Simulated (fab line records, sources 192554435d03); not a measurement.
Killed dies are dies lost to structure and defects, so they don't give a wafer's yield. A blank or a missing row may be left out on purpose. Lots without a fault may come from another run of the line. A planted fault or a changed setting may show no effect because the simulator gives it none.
Split-lot experiment | flow n5_finfet | 7 lots, 39 wafers read, on a route of 1938 steps

THE SPLIT
At N5_BEOL_M11_ILD_DEP_00 (deposits SiCOH lowk from DEMS/porogen, target thk 308.51 nm, time 58 s), the setting time_s was moved away from the recipe's 58 s on 12 of the 39 wafers read, by -45.3% to +19.3%. The other wafers ran this setting at the recipe's value.

FROM THE SPLIT TO THE READING: what the file shows between them, 1 step
- N5_BEOL_M11_CURE_71: cures SiCOH lowk, time 240 s

THE READING
M11_ILD_THK, in nm, at N5_BEOL_M11_THK_MEAS_01. Fault-free wafers of this fab line usually give 267 nm, standard deviation 3.7 nm.

wafer  | tool, chamber at the split | time_s as run, s | against the recipe | M11_ILD_THK, nm | against lot-mates on the recipe
L076.1 | pecvd-03, 0                | 68.84            | +18.7%             | 316             | +44
L076.2 | pecvd-03, 2                | 68.84            | +18.7%             | 319             | +47
L076.3 | pecvd-03, 0                | 68.84            | +18.7%             | 323             | +51
L076.4 | pecvd-03, 2                | 58               | recipe             | 272             | -
L076.5 | pecvd-03, 0                | 58               | recipe             | 271             | -
L076.6 | pecvd-03, 2                | 58               | recipe             | 272             | -
L082.1 | pecvd-01, 2                | 45.61            | -21.4%             | 209             | -57
L082.2 | pecvd-01, 0                | 45.61            | -21.4%             | 206             | -60
L082.3 | pecvd-01, 1                | 58               | recipe             | 264             | -
L082.4 | pecvd-01, 2                | 58               | recipe             | 268             | -
L082.5 | pecvd-01, 1                | 45.61            | -21.4%             | 213             | -53
L082.6 | pecvd-01, 0                | 58               | recipe             | 266             | -
L080.1 | pecvd-01, 2                | 58               | recipe             | 262             | -
L080.2 | pecvd-01, 0                | 58               | recipe             | 263             | -
L080.3 | pecvd-01, 1                | 58               | recipe             | 264             | -
L080.4 | pecvd-01, 0                | 58               | recipe             | 265             | -
L080.5 | pecvd-01, 2                | 58               | recipe             | 269             | -
L080.6 | pecvd-01, 1                | 58               | recipe             | 267             | -
L085.2 | pecvd-01, 0                | 58               | recipe             | 263             | -
L085.4 | pecvd-01, 1                | 58               | recipe             | 271             | -
L085.5 | pecvd-01, 0                | 58               | recipe             | 268             | -
L088.1 | pecvd-04, 2                | 31.75            | -45.3%             | 140             | -123
L088.2 | pecvd-04, 0                | 58               | recipe             | 263             | -
L088.3 | pecvd-04, 1                | 58               | recipe             | 264             | -
L088.4 | pecvd-04, 2                | 31.75            | -45.3%             | 143             | -120
L088.5 | pecvd-04, 0                | 58               | recipe             | 262             | -
L088.6 | pecvd-04, 1                | 31.75            | -45.3%             | 146             | -117
L091.1 | pecvd-03, 2                | 58               | recipe             | 267             | -
L091.2 | pecvd-03, 0                | 58               | recipe             | 269             | -
L091.3 | pecvd-03, 1                | 58               | recipe             | 267             | -
L091.4 | pecvd-03, 1                | 58               | recipe             | 267             | -
L091.5 | pecvd-03, 0                | 58               | recipe             | 272             | -
L091.6 | pecvd-03, 2                | 58               | recipe             | 270             | -
L097.1 | pecvd-03, 2                | 58               | recipe             | 265             | -
L097.2 | pecvd-03, 2                | 58               | recipe             | 268             | -
L097.3 | pecvd-03, 2                | 58               | recipe             | 268             | -
L097.4 | pecvd-03, 2                | 69.22            | +19.3%             | 326             | +59
L097.5 | pecvd-03, 2                | 69.22            | +19.3%             | 319             | +52
L097.6 | pecvd-03, 2                | 69.22            | +19.3%             | 322             | +55

THE FIT
A straight line over all 39 wafers: M11_ILD_THK changes by +2.76 nm for each +1% of time_s; r = +1.00; the points scatter about the line by 3.2 nm.
The same after taking each lot's own level away (the mean of its wafers on the recipe; 39 wafers): +2.67 nm for each +1%; r = +1.00; scatter 2.6 nm.
On that fit, the largest move of time_s shifts the reading by 1.2e+02 nm.
The lots' own levels span 263.0 to 271.7 nm, that is 2.3 times the standard deviation above.
So the lot-to-lot level changes the slope little: the two slopes agree.
Check: with one of the wafers moved furthest among these (-45.3%) left out of the fit, the line predicts -120 nm for it against its lot-mates. It came out at -123 nm against them.

THE WHOLE CHAIN: every reading that the file lists as answering this split, in the file's order
step                    | what it does                                                           | reading                                                                                   | change (the file's fit)              | r (the file's)
N5_BEOL_M11_ILD_DEP_00  | deposits SiCOH lowk from DEMS/porogen, target thk 308.51 nm, time 58 s | SiCOH_lowk_of_BEOL_M11_ILD_DEP_00.thk_nm (the simulator's own value, which no gauge read) | +3.04 nm for each +1% of the setting | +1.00
N5_BEOL_M11_CURE_71     | cures SiCOH lowk, time 240 s                                           | SiCOH_lowk_of_BEOL_M11_ILD_DEP_00.thk_nm (the simulator's own value, which no gauge read) | +2.67 nm for each +1% of the setting | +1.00
N5_BEOL_M11_THK_MEAS_01 |                                                                        | M11_ILD_THK                                                                               | +2.67 for each +1% of the setting    | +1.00

THE FILE'S OWN FIT
M11_ILD_THK changes by +2.67 nm for each +1% of time_s, r = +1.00.
